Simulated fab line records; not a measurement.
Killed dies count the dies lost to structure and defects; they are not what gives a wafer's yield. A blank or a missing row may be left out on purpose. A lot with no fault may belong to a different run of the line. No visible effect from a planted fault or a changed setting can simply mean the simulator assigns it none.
fab line records	flow n5-finfet
record lots=11	wafers=30	last-day=18
route steps=1938 shown SD_EPI_N@287 SD_EPI_P@307 PASSIVATION@1936
lots that met no fault: taken from a fault-free run of the same line
start-h: hours from the record's opening day to when the first of the lot's shown wafers began	wait-h: how many hours have passed since the lot's step before this one	" identical to the entry in the row above	L1.1+2: a single row standing in for several wafers	- no value, or no start was given	* or withheld: withheld	< > ~ a bound
route shown NAME@n: a module of which the file shows steps, and the number in the route of the first	usual: mean/standard deviation taken from wafers without a fault	same: alike in all rows	chamber/n: place in a boat	sites: the reading at each site	_std_site: standard deviation of those values	_edge_site: the outer-site mean with the inner-site mean subtracted	radius-mm: for every site, how far away it sits from the centre of the wafer	mask NAME#n: copy n	behind: the tool/chamber that last shaped the wafer	hold: cause of the lot's hold/its duration in hours/its outcome	device: transistor that didn't switch, given as n, p or np	end of line: tests run on the same wafers once the route is complete	where a step has no rows: the recipe by itself	killed: at the first sort, the dies lost to defects and structure; wafer yield is something else	map: per-die view of a wafer (x killed, . not killed, _ where there is no die)
set.NAME: the run value of the setting; set.NAME@STEP: its run value at that earlier step	model.NAME: the simulator's own value behind a step, which no gauge read
the route's steps for a sample of lots (tables are steps, rows are wafers)
services: from which hour (start-h, from the record's first day; less than 0 if before it) a tool's chamber was out of use, for how many hours, and why
## steps
# step N5_SD_EPI_N_VAPOR_ETCH_50
# recipe chemistry=HCl	target=Si	temp-c=775	time-s=54	pressure-torr=20	mode=isotropic
# usual throttle-valve-pct=11.9/0.32
# same time-s=54
lot.wafer	tool	chamber	start-h	wait-h	throttle-valve-pct
L606.2	epi-rpcvd-01	0	52.66	0.3	11.2
L606.3	"	0	"	"	11.7
L606.5	"	0	"	"	11.5
L607.3	epi-rpcvd-01	0	57.82	0.2	11.6
L607.4	"	0	"	"	11.6
L607.6	"	0	"	"	11.5
L609.3	epi-rpcvd-01	0	70.23	0.2	11.6
L609.4	"	0	"	"	11.6
L609.5	"	0	"	"	11.8
L610.1	epi-rpcvd-03	0	74.57	0.3	12.3
L610.4	"	0	"	"	12.0
L611.1	epi-rpcvd-04	0	80.21	0.3	11.9
L611.6	"	0	"	"	11.8
L612.1	epi-rpcvd-04	0	85.80	0.3	11.9
L612.6	"	0	"	"	12.2
L615.2	epi-rpcvd-03	0	106.30	0.3	12.4
L615.3	"	0	"	"	12.2
L615.4	"	0	"	"	12.2
L617.3	epi-rpcvd-03	0	117.09	0.2	11.9
L617.4	"	0	"	"	12.2
L617.5	"	0	"	"	12.0
L623.4	epi-rpcvd-01	0	151.17	0.2	11.6
L623.5	"	0	"	"	11.4
L623.6	"	0	"	"	11.5
L626.1	epi-rpcvd-04	0	170.71	0.4	12.0
L626.3	"	0	"	"	12.2
L626.5	"	0	"	"	12.0
L627.4	epi-rpcvd-04	0	179.30	0.4	12.1
L627.5	"	0	"	"	11.9
L627.6	"	0	"	"	12.2
# step N5_SD_EPI_P_ETCH_36
# recipe chemistry=CF4	target=SiARC	target-depth-a=455	mask-material=CAR-ArF-block	time-s=75.8	ion-energy-ev=80	pressure-mtorr=40	source-w=545	bias-w=36	Ar_flow_sccm=100	cf4-flow-sccm=100	ends=cleared
# usual drypump-motor-current-A=5.71/0.28	etch-rf-on-time-s=75/3	oes-product-au=0.68/0.068	rf-fwd-power-W=539.4/1.9	rf-vpp-V=183.5/1.1	showerhead-plenum-p-Torr=2.10/0.061	throttle-valve-pct=15.65/0.23
lot.wafer	tool	chamber	start-h	wait-h	drypump-motor-current-A	etch-rf-on-time-s	oes-product-au	rf-fwd-power-W	rf-hours-counter-h	rf-vpp-V	showerhead-plenum-p-Torr	throttle-valve-pct
L606.2	rie-diel-06	3	55.48	0.0	5.90	72	0.70	541.2	105	183.1	2.07	15.46
L606.3	"	1	"	"	5.64	75	0.67	540.5	130	182.4	2.06	15.56
L606.5	"	0	"	"	5.57	77	0.83	541.4	-	183.0	2.10	15.20
L607.3	rie-diel-05	2	60.60	0.0	5.32	82	0.61	541.9	160	183.1	2.16	15.78
L607.4	"	3	"	"	5.97	78	0.75	538.4	30	184.4	2.20	15.72
L607.6	"	0	"	"	5.52	79	0.57	541.6	-	185.1	2.20	16.27
L609.3	rie-diel-06	1	73.08	0.0	5.65	75	0.67	538.2	135	183.7	2.06	15.58
L609.4	"	3	"	"	5.86	71	0.70	541.1	110	182.6	2.06	15.46
L609.5	"	1	"	"	5.65	75	0.67	539.2	-	182.9	2.06	15.58
L610.1	rie-diel-06	3	77.95	0.0	5.85	72	0.70	538.9	112	184.7	2.06	15.47
L610.4	"	0	"	"	5.57	77	0.80	542.9	9	184.1	2.10	15.23
L611.1	rie-diel-06	1	83.81	0.0	5.64	75	0.67	537.9	139	183.2	2.06	15.59
L611.6	"	3	"	"	5.84	72	0.70	540.1	-	184.4	2.06	15.48
L612.1	rie-diel-05	1	88.89	0.0	5.78	73	0.67	540.3	131	186.5	2.24	15.58
L612.6	"	3	"	"	5.94	79	0.73	539.4	-	184.9	2.20	15.73
L615.2	rie-diel-05	3	109.12	0.0	5.94	80	0.72	536.8	46	184.2	2.19	15.74
L615.3	"	2	"	"	5.32	83	0.61	541.6	173	184.1	2.16	15.78
L615.4	"	1	"	"	5.73	74	0.67	539.1	-	186.1	2.23	15.58
L617.3	rie-diel-05	1	119.88	0.0	5.79	72	0.67	541.2	143	183.0	2.23	15.58
L617.4	"	2	"	"	5.33	82	0.61	538.9	-	185.0	2.15	15.79
L617.5	"	3	"	"	5.92	78	0.71	536.2	-	184.6	2.19	15.75
L623.4	rie-diel-03	3	154.14	0.0	5.70	77	0.66	539.7	163	183.7	2.06	15.86
L623.5	"	2	"	"	6.06	73	0.61	540.4	-	181.1	2.05	15.63
L623.6	"	3	"	"	5.70	77	0.66	540.7	-	182.3	2.06	15.89
L626.1	rie-diel-06	0	174.32	0.0	5.56	77	0.75	539.3	34	184.3	2.09	15.28
L626.3	"	2	"	"	5.34	71	0.60	540.0	252	183.6	2.04	16.01
L626.5	"	1	"	"	5.65	74	0.66	538.2	-	184.7	2.05	15.62
L627.4	rie-diel-05	3	184.11	0.0	6.02	79	0.70	542.3	68	185.2	2.19	15.79
L627.5	"	0	"	"	5.48	73	0.82	539.6	-	184.9	2.19	15.79
L627.6	"	1	"	"	5.77	73	0.65	540.2	-	184.8	2.23	15.63
# step N5_SD_EPI_P_ETCH_16
# recipe chemistry=CHF3/O2	target=SiO2	target-depth-a=50	mask-material=SOC	pressure-mtorr=30	source-w=650	bias-w=170	Ar_flow_sccm=200	CHF3_flow_sccm=50	O2_flow_sccm=5	ion-energy-ev=200
# usual O2_flow_sccm=5.003/0.016	drypump-motor-current-A=5.72/0.28	oes_ar_750_au=0.79/0.075	oes_o_777_au=0.79/0.074	oes-product-au=0.79/0.082	rf-fwd-power-W=643.2/2.3	rf-vpp-V=524/11	showerhead-plenum-p-Torr=2.36/0.07	throttle-valve-pct=18.90/0.26
lot.wafer	tool	chamber	start-h	wait-h	O2_flow_sccm	drypump-motor-current-A	oes_ar_750_au	oes_o_777_au	oes-product-au	rf-fwd-power-W	rf-hours-counter-h	rf-vpp-V	showerhead-plenum-p-Torr	throttle-valve-pct
L606.2	rie-diel-06	3	56.06	0.1	4.979	5.88	0.80	0.79	0.82	643.5	105	528	2.31	18.71
L606.3	"	1	"	"	5.014	5.62	0.78	0.81	0.79	639.2	130	509	2.29	18.67
L606.5	"	0	"	"	5.006	5.55	0.96	0.97	0.97	643.0	-	530	2.36	18.51
L607.3	rie-diel-05	2	61.18	0.1	5.019	5.33	0.74	0.70	0.73	644.0	160	520	2.44	19.09
L607.4	"	3	"	"	4.994	5.98	0.87	0.86	0.88	645.6	30	534	2.48	19.10
L607.6	"	0	"	"	4.987	5.53	0.67	0.66	0.66	642.5	-	525	2.47	19.56
L609.3	rie-diel-06	1	73.66	0.1	5.018	5.67	0.78	0.80	0.78	640.5	136	508	2.29	18.69
L609.4	"	3	"	"	5.008	5.89	0.80	0.79	0.81	644.2	110	527	2.31	18.73
L609.5	"	1	"	"	5.005	5.63	0.77	0.80	0.78	645.1	-	507	2.29	18.68
L610.1	rie-diel-06	3	78.53	0.1	5.016	5.87	0.80	0.78	0.81	641.5	112	528	2.31	18.73
L610.4	"	0	"	"	5.012	5.58	0.93	0.93	0.94	640.1	9	530	2.35	18.52
L611.1	rie-diel-06	1	84.39	0.1	5.014	5.67	0.77	0.80	0.78	643.5	140	507	2.29	18.69
L611.6	"	3	"	"	4.966	5.88	0.79	0.78	0.80	646.8	-	527	2.31	18.73
L612.1	rie-diel-05	1	89.47	0.1	5.053	5.75	0.77	0.77	0.78	640.9	131	541	2.50	18.73
L612.6	"	3	"	"	4.992	5.98	0.85	0.85	0.88	641.5	-	536	2.47	19.10
L615.2	rie-diel-05	3	109.70	0.1	5.005	5.98	0.84	0.84	0.85	644.1	46	536	2.47	19.12
L615.3	"	2	"	"	4.991	5.31	0.72	0.69	0.73	642.5	173	520	2.43	19.13
L615.4	"	1	"	"	5.000	5.76	0.77	0.77	0.78	647.5	-	540	2.49	18.74
L617.3	rie-diel-05	1	120.46	0.1	4.976	5.79	0.77	0.77	0.77	640.3	143	540	2.49	18.76
L617.4	"	2	"	"	4.968	5.33	0.71	0.68	0.72	642.6	-	520	2.43	19.13
L617.5	"	3	"	"	4.995	6.00	0.84	0.83	0.84	646.1	-	537	2.47	19.13
L623.4	rie-diel-03	2	154.74	0.0	4.972	6.05	0.73	0.73	0.71	645.1	-	504	2.32	18.97
L623.5	"	0	"	"	4.997	6.41	0.96	0.98	0.97	645.2	-	538	2.36	18.65
L623.6	"	3	"	"	5.005	5.69	0.76	0.75	0.76	642.6	-	530	2.31	19.12
L626.1	rie-diel-06	0	174.90	0.1	4.979	5.56	0.88	0.88	0.87	647.2	34	529	2.34	18.56
L626.3	"	2	"	"	4.979	5.34	0.70	0.72	0.70	642.8	253	527	2.30	19.29
L626.5	"	1	"	"	4.970	5.65	0.75	0.77	0.76	644.4	-	509	2.28	18.73
L627.4	rie-diel-05	3	184.69	0.1	5.011	5.99	0.81	0.81	0.83	641.1	68	535	2.46	19.14
L627.5	"	0	"	"	5.002	5.49	0.94	0.91	0.97	644.7	-	524	2.46	19.16
L627.6	"	1	"	"	4.986	5.79	0.76	0.76	0.76	640.9	-	541	2.48	18.78
# step N5_SD_EPI_P_EPI_21
# recipe material=SiGe:B	dopant=B	temp-c=550	pressure-torr=20	ambient=H2	time-s=355
# usual susceptor-temp-C=549.98/0.25	susceptor_temp_C_max=551.4/0.64
# same time-s=355
lot.wafer	tool	chamber	start-h	wait-h	susceptor-temp-C	susceptor_temp_C_max
L606.2	epi-rpcvd-03	0	57.15	0.5	550.46	551.6
L606.3	"	0	"	"	549.69	550.8
L606.5	"	0	"	"	549.97	551.4
L607.3	epi-rpcvd-03	0	62.64	0.8	549.92	551.0
L607.4	"	0	"	"	550.25	551.4
L607.6	"	0	"	"	550.39	551.8
L609.3	epi-rpcvd-04	0	75.12	0.8	550.68	553.1
L609.4	"	0	"	"	550.36	552.7
L609.5	"	0	"	"	550.46	552.5
L610.1	epi-rpcvd-03	0	79.26	0.1	549.71	550.8
L610.4	"	0	80.34	1.1	549.79	551.0
L611.1	epi-rpcvd-03	0	85.13	0.1	549.75	551.0
L611.6	"	0	86.93	1.8	549.99	551.0
L612.1	epi-rpcvd-03	0	90.20	0.1	550.20	551.2
L612.6	"	0	92.00	1.8	549.98	551.0
L615.2	epi-rpcvd-03	0	110.79	0.5	569.19	570.7
L615.3	"	0	"	"	569.01	570.0
L615.4	"	0	"	"	569.04	569.8
L617.3	epi-rpcvd-03	0	121.91	0.8	569.02	570.0
L617.4	"	0	"	"	569.30	570.7
L617.5	"	0	"	"	568.99	570.2
L623.4	epi-rpcvd-04	0	157.04	1.5	549.66	551.4
L623.5	"	0	"	"	550.03	551.6
L623.6	"	0	"	"	550.09	552.2
L626.1	epi-rpcvd-03	0	175.64	0.1	549.87	551.1
L626.3	"	0	"	"	549.96	550.7
L626.5	"	0	"	"	549.66	551.2
L627.4	epi-rpcvd-03	0	186.98	1.5	550.09	551.2
L627.5	"	0	"	"	549.98	551.4
L627.6	"	0	"	"	550.01	551.4
# step N5_SD_EPI_P_EPI_MEAS_23
# recipe mode=xrd
# usual thk-nm=61.1/1.3
lot.wafer	tool	chamber	start-h	wait-h	thk-nm
L606.2	film-metro-01	-	58.99	1.5	61.7
L606.3	"	-	"	"	60.3
L606.5	"	-	"	"	63.1
L607.3	film-metro-01	-	64.12	1.1	61.5
L607.4	"	-	"	"	60.3
L607.6	"	-	"	"	59.6
L609.3	film-metro-02	-	76.60	1.1	60.3
L609.4	"	-	"	"	60.0
L609.5	"	-	"	"	61.6
L610.1	film-metro-02	-	81.48	1.9	60.2
L610.4	"	-	"	"	58.6
L611.1	film-metro-02	-	87.32	1.8	61.9
L611.6	"	-	"	"	60.0
L612.1	film-metro-02	-	92.40	1.8	63.0
L612.6	"	-	"	"	61.4
L615.2	film-metro-01	-	112.63	1.5	89.2
L615.3	"	-	"	"	91.1
L615.4	"	-	"	"	92.6
L617.3	film-metro-02	-	123.41	1.1	89.7
L617.4	"	-	"	"	91.2
L617.5	"	-	"	"	90.3
L623.4	film-metro-02	-	158.52	1.0	63.3
L623.5	"	-	"	"	60.8
L623.6	"	-	"	"	61.8
L626.1	film-metro-01	-	177.83	1.8	60.2
L626.3	"	-	"	"	60.9
L626.5	"	-	"	"	61.9
L627.4	film-metro-02	-	188.46	1.0	60.1
L627.5	"	-	"	"	59.9
L627.6	"	-	"	"	60.7
# step N5_PASSIVATION_PROBE_49
# usual killed_at_M0_to_M3=34/11	killed_at_M4_up=14/5.6	killed-at-contacts=13/5.9	killed-at-front-end=40/11	killed-at-other=4/3.1	killed-dies=105/16	killed-open=68/11	killed-short=34/8.4
# same gross-dies=1180	killed-at-back-side=0
lot.wafer	tool	chamber	start-h	wait-h	killed_at_M0_to_M3	killed_at_M4_up	killed-at-contacts	killed-at-front-end	killed-at-other	killed-dies	killed-open	killed-short
L623.4	prober-01	-	402.88	0.2	24	15	14	24	0	77	49	27
L623.5	prober-01	-	402.93	0.2	37	17	11	47	4	116	77	39
L623.6	prober-01	-	402.98	0.3	21	28	15	55	5	124	79	39
# killed by level:class
L623.4 MOL_CONTACT_COAG:geometric-particle:open=12 BEOL_M0_SAQP:geometric-particle:short=7 BEOL_M0_SAQP:geometric-particle:open=5 FIN_SAQP:geometric-particle:short=4 STI_FIN_REVEAL:geometric-particle:open=4 BEOL_M0:geometric-particle:open=4 BEOL_M4:geometric-particle:open=4 BEOL_M7:geometric-particle:open=4
L623.5 FIN_SAQP:geometric-particle:open=16 BEOL_M1:geometric-particle:open=15 MOL_CONTACT_COAG:geometric-particle:open=9 BEOL_M0_SAQP:geometric-particle:open=8 FIN_SAQP:geometric-particle:short=7 STI_FIN_REVEAL:geometric-particle:open=6 BEOL_M1:geometric-particle:short=6 BEOL_M4:geometric-particle:open=6
L623.6 BEOL_M4:geometric-particle:open=12 STI_FIN_REVEAL:geometric-particle:open=12 MOL_CONTACT_COAG:geometric-particle:open=11 FIN_SAQP:geometric-particle:open=9 FIN_SAQP:geometric-particle:short=9 BEOL_M5:geometric-particle:open=9 GATE_CUT:geometric-particle:short=6 HKMG_FIN:area-etch=6
## services
tool	chamber	start-h	hours	kind
rie-diel-06	2	42.27	12.2	repair
rie-diel-05	2	75.18	5.8	repair
rie-diel-05	0	87.02	11.6	repair
rie-diel-06	-	90.88	0.7	repair
rie-diel-05	0	98.68	-	clean
rie-diel-05	0	98.68	-	consumable-replace:focus-ring
rie-diel-05	0	98.68	32.0	scheduled-down
rie-diel-05	0	98.68	32.0	vent-cycle
rie-diel-03	0	116.90	-	clean
rie-diel-03	0	116.90	-	consumable-replace:esc
rie-diel-03	0	116.90	-	consumable-replace:focus-ring
rie-diel-03	0	116.90	35.8	scheduled-down
rie-diel-03	0	116.90	35.8	vent-cycle
epi-rpcvd-01	-	153.38	28.1	pm
rie-diel-03	1	154.43	5.8	repair
rie-diel-06	3	165.87	11.5	repair
epi-rpcvd-03	-	165.99	0.5	pm
rie-diel-06	2	182.28	6.3	repair
epi-rpcvd-04	-	182.44	27.2	pm
## key
first-sign step=N5_SD_EPI_P_EPI_21	reading=susceptor-temp-C	direction=up	sigmas=78	usual=*	struck=*
effect step=N5_SD_EPI_P_EPI_21	reading=susceptor_temp_C_max	direction=up	sigmas=29	usual=*	struck=*
effect step=N5_SD_EPI_P_EPI_MEAS_23	reading=thk-nm	direction=up	sigmas=23	usual=*	struck=*
met-at N5_SD_EPI_P_EPI_21
struck-lots L615,L617
tester-left-out L615,L617
not-acting-at N5_SD_EPI_N_VAPOR_ETCH_50,N5_SD_EPI_P_ETCH_36,N5_SD_EPI_P_ETCH_16
onset-between 90.20 110.79
fault kind=process-parameter-drift	tool=epi-rpcvd-03	chamber=-	onset-h=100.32	steps=N5_SD_EPI_P_EPI_21	channel=temp-c	offset=*	shape=step	end-h=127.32	acts-in=*	stated=*
# tester-left-out: of these lots the tester's yield and bins aren't shown, on N5 and GAA mostly nor the transistor test; their killed dies are dies lost to structure and defects alone, not to doping, threshold or leakage, so they don't give the yield
